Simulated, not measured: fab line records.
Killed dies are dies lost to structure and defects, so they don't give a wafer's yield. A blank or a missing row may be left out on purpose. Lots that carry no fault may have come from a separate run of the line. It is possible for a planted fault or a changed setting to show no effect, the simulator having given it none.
Matching of chambers	flow n5_finfet	4 sister chambers for N5_BEOL_M9_DESCUM_16 on rie_diel-06
The step chemistry O2, time 7.9 s. 4 wafers are shown with their chamber, then 9 later ones without.

== WAFERS, EACH WITH ITS CHAMBER ==
wafer	chamber	drypump_motor_current_A (A)
L086.1	3	5.9
L088.3	2	5.8
L088.5	0	5.5
L088.6	1	6.2

== WAFERS WHOSE CHAMBER IS MISSING ==
wafer	drypump_motor_current_A (A)
L089.1	6.2
L089.4	5.5
L089.5	6.2
L093.1	6.1
L093.2	5.9
L093.4	5.7
L095.1	5.5
L095.2	6.2
L095.3	5.7

== WHICH CHAMBER EACH ONE RAN IN ==
wafer	from the rows above	in truth
L089.1	1	1
L089.4	0	0
L089.5	1	1
L093.1	can't be placed: 1 or 3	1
L093.2	can't be placed: 3 or 2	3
L093.4	can't be placed: 2 or 0 or 3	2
L095.1	0	0
L095.2	1	1
L095.3	can't be placed: 2 or 0 or 3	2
Placed correctly: 5 of 9. From these rows, 4 cannot be placed; in 4 the true chamber is one of the candidates. Wrongly placed: 0.
How it was worked out, from the rows above alone: a wafer's distance from a chamber is the root of the sum, over the readings, of the square of ((its reading less the chamber's mean) divided by the reading's scatter). If the next closest chamber is less than 2 further off than the closest, the wafer can't be placed; otherwise it belongs to the closest. A chamber's mean is the mean of its shown wafers. The scatter: root of mean squared gap, hidden wafer to nearest shown wafer, with one shown wafer a chamber.
